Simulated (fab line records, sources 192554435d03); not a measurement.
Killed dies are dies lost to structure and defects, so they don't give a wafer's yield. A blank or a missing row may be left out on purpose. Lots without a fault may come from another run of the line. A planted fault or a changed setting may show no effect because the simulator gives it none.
Chamber matching | flow n5_finfet | N5_HKMG_FIN_ETCH_35 on rie_diel-04: 4 sister chambers
The step etches SOC in N2/H2, target depth 215.8 nm, time 243.4 s. 8 wafers are shown with their chamber, then 9 later ones without.

WAFERS WITH THEIR CHAMBER
wafer  | chamber | showerhead_plenum_p_Torr (Torr) | oes_product_au (a.u.)
L081.3 | 2       | 2.49                            | 0.90
L082.1 | 1       | 2.42                            | 0.74
L085.1 | 2       | 2.48                            | 0.88
L085.2 | 0       | 2.70                            | 0.91
L085.6 | 3       | 2.52                            | 0.75
L087.1 | 1       | 2.41                            | 0.74
L087.5 | 3       | 2.52                            | 0.75
L087.6 | 0       | 2.70                            | 0.89

WAFERS WITHOUT THEIR CHAMBER
wafer  | showerhead_plenum_p_Torr (Torr) | oes_product_au (a.u.)
L093.3 | 2.41                            | 0.73
L093.5 | 2.52                            | 0.73
L093.6 | 2.69                            | 0.89
L094.1 | 2.41                            | 0.72
L094.2 | 2.52                            | 0.74
L094.4 | 2.48                            | 0.85
L096.1 | 2.40                            | 0.71
L096.2 | 2.47                            | 0.85
L096.3 | 2.69                            | 0.88

WHICH CHAMBER EACH WENT THROUGH
wafer  | from the rows above | in truth
L093.3 | 1                   | 1
L093.5 | 3                   | 3
L093.6 | 0                   | 0
L094.1 | 1                   | 1
L094.2 | 3                   | 3
L094.4 | 2                   | 2
L096.1 | 1                   | 1
L096.2 | 2                   | 2
L096.3 | 0                   | 0
Placed correctly: 9 of 9. Can't be placed from these rows: 0. Placed wrongly: 0.
How it was worked out, from the rows above alone: a wafer's distance from a chamber is the root of the sum, over the readings, of the square of ((its reading less the chamber's mean) divided by the reading's scatter). The wafer belongs to the nearest chamber; if the next one is less than 2 further off, it can't be placed. A chamber's mean is the mean of its shown wafers. The scatter: the root of (the sum of the squares of (reading less its chamber's mean) over the shown wafers, divided by (wafers less chambers)).
